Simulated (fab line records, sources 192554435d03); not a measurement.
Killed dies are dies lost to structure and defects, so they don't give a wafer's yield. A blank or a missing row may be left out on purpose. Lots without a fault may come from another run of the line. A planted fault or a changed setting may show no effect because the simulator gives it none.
A struck lot beside a sound one | flow n5_finfet | 39 steps out of a route of 1938
Sound: wafers L675.1, L675.5, L675.6. Struck: wafers L682.4, L682.5. The cause comes at the end.
At each step with rows: each side's tool, then ch and its chambers, then its first start. Under that, the readings that differ: sound wafers | struck wafers | difference of the means | sigmas: that difference in standard deviations of wafers without a fault.
alike: readings whose means differ by less than 2 such deviations, and words and numbers that are the same on both sides. not compared: withheld readings, readings that some wafer has no value for, bounds like >300 that may hide the same value, and numbers for which the record gives no deviation and whose values overlap.
The two part at a step that has a row with sigmas, a row that says differs or no value, or rows on one side only. Numbers that don't overlap but have no deviation are shown without sigmas and don't part them. A reading that every wafer of one side lacks parts them only if that side has two wafers or more.

first, 9 steps without rows for these wafers: N5_MOL_CONTACT_COAG_CVD_140 (deposits W, target thk 66.5 nm, time 215 s); N5_MOL_CONTACT_COAG_PRECLEAN_127 (cleans in DIW, time 57.5 s); N5_MOL_CONTACT_COAG_SRD_128 (dry time 32 s); N5_MOL_CONTACT_COAG_CMP_52 (polishes, stops on SiO2, t overpolish 1.5 s, target thk 66.5 nm); N5_MOL_CONTACT_COAG_ANNEAL_112 (time 1800 s); N5_BEOL_M0_SAQP_PECVD_00 (deposits SiCN from 3MS/NH3, target thk 8 nm, time 14 s); N5_BEOL_M0_SAQP_ILD_DEP_01 (deposits SiOC from DEMS/O2, target thk 45.419 nm, time 8.7 s); N5_BEOL_M0_SAQP_HM_DEP_02 (deposits TiN, target thk 12 nm); N5_BEOL_M0_SAQP_PECVD_03 (deposits SiCN from 3MS/NH3, target thk 12 nm, time 21.1 s).
N5_BEOL_M0_SAQP_PECVD_96: deposits a-Si from SiH4/He, target thk 45 nm, time 45.2 s.
  sound on pecvd-03 ch 1,2, day 7 23:37; struck on pecvd-03 ch 1,2, day 9 14:54
  reading                                         | sound          | struck    | difference | sigmas
  run_length_s (s)                                | 80.8 80.8 81.7 | 84.0 83.7 | +2.8       | +5
  model.a-Si_of_BEOL_M0_SAQP_PECVD_96.thk_nm (nm) | 44.6 45.2 44.8 | 48.6 48.4 | +3.6       |
  alike: heater_power_w, showerhead_plenum_p_Torr, throttle_valve_pct
then, 25 steps without rows for these wafers: N5_BEOL_M0_SAQP_PECVD_97 (deposits SiNx from SiH4/NH3/N2, target thk 23 nm, time 19.9 s); N5_BEOL_M0_SAQP_PECVD_04 (deposits a-Si from SiH4/He, target thk 60 nm, time 60.2 s); N5_BEOL_M0_SAQP_HM_DEP_111 (deposits SiO2 from SiH4/N2O, target thk 12 nm, time 7.2 s); N5_BEOL_M0_SAQP_COAT_81 (time 60 s, resist thk 100 nm); N5_BEOL_M0_SAQP_COAT_82 (time 60 s, resist thk 30 nm); N5_BEOL_M0_SAQP_COAT_08 (resist thk 90 nm); N5_BEOL_M0_SAQP_EBR_10; N5_BEOL_M0_SAQP_SOFTBAKE_09 (time 60 s); N5_BEOL_M0_SAQP_EXPOSE_11 (exposes mask M0 CORE, target cd 42 nm); N5_BEOL_M0_SAQP_PEB_12 (peb time 60 s); N5_BEOL_M0_SAQP_DEVELOP_13 (develop time 30 s); N5_BEOL_M0_SAQP_DESCUM_19 (chemistry O2, time 7.9 s); N5_BEOL_M0_SAQP_ETCH_83 (etches SiARC in CF4, target depth 39 nm, time 65 s); N5_BEOL_M0_SAQP_ETCH_84 (etches SOC in N2/H2, target depth 100 nm, overetch 20 nm, time 150 s); N5_BEOL_M0_SAQP_STRIP_80 (strips in N2/H2); N5_BEOL_M0_SAQP_HM_OPEN_112 (chemistry CHF3/O2, target SiO2, stops on a-Si, target depth 12 nm, time 13.5 s); N5_BEOL_M0_SAQP_STRIP_113 (strips in CHF3/O2); N5_BEOL_M0_SAQP_MANDREL_ETCH_20 (etches a-Si in HBr/Cl2, stops on SiNx, target depth 60 nm, bt time 10 s, time 30 s); N5_BEOL_M0_SAQP_STRIP_86 (strips in N2/H2); N5_BEOL_M0_SAQP_STRIP_115 (strips in post etch residue remover, time 60 s); N5_BEOL_M0_SAQP_SRD_93 (time 30 s); N5_BEOL_M0_SAQP_RECESS_114 (chemistry HF/NH3, target SiO2, target depth 14.4 nm, afs cycles 3, sublimation time 60 s); N5_BEOL_M0_SAQP_SPACER1_ALD_98 (deposits SiO2, target thk 12.8 nm, pulse time 1 s, purge time 2 s); N5_BEOL_M0_SAQP_SPACER1_ETCHBACK_99 (etches SiO2 in CHF3/O2, target depth 15.4 nm, time 7.7 s); N5_BEOL_M0_SAQP_MANDREL1_REMOVE_100 (chemistry HBr/Cl2/O2, target a-Si, stops on SiNx, bt time 10 s).
N5_BEOL_M0_SAQP_MANDREL_ETCH_103: etches a-Si in HBr/Cl2, stops on SiCN, target depth 45 nm, bt time 10 s, time 27 s.
  sound on rie_si-05 ch 0,1,3, day 8 02:31; struck on rie_si-05 ch 0,2, day 9 17:31
  reading                  | sound             | struck      | difference | sigmas
  oes_product_au (a.u.)    | 0.679 0.667 0.702 | 0.724 0.734 | +0.046     | +4
  model.etch.depth_nm (nm) | 44.65 45.22 44.78 | 48.56 48.46 | +3.63      |
  alike: HBr_flow_sccm, drypump_motor_current_A, throttle_valve_pct
  not compared: rf_hours_counter_h
N5_BEOL_M0_SAQP_SPACER2_ETCHBACK_27: etches SiO2 in CHF3/O2, target depth 22.5 nm, time 11.25 s.
  sound on rie_diel-05 ch 0,2,3, day 8 04:22; struck on rie_diel-03 ch 1,3, day 9 19:06
  reading                                         | sound        | struck    | difference | sigmas
  model.a-Si_of_BEOL_M0_SAQP_PECVD_96.thk_nm (nm) | 42.6 43 42.6 | 46.4 46.2 | +3.6       |
  alike: drypump_motor_current_A, oes_product_au, rf_vpp_V, showerhead_plenum_p_Torr, throttle_valve_pct
  not compared: rf_hours_counter_h
-- the record jumps here: 3 days lie between the struck wafers' starts before and after (it left off in module BEOL_M0_SAQP and takes up again in module BEOL_M4, whose first step shown is number 1111 of the route) --
N5_BEOL_M4_RC_MEAS_101:
  sound on prober-01 ch 0, day 11 04:55; struck on prober-02 ch 0, day 13 04:51
  reading   | sound          | struck    | difference | sigmas
  VT_P (mV) | -243 -247 -247 | -256 -255 | -10        | -3
  alike: DIBL_N, DIBL_P, IOFF_N, IOFF_P, ION_N, ION_P, SS_N, SS_P, VT_N
then, 1 step without rows for these wafers: N5_PASSIVATION_PROBE_49.

WHERE THEY PART
First at N5_BEOL_M0_SAQP_PECVD_96; last, within this record, at N5_BEOL_M4_RC_MEAS_101.

WHY: what the simulator had put in
Process parameter drift: pecvd-03, from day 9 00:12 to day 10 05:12, at N5_BEOL_M0_SAQP_PECVD_96. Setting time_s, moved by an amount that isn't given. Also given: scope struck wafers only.
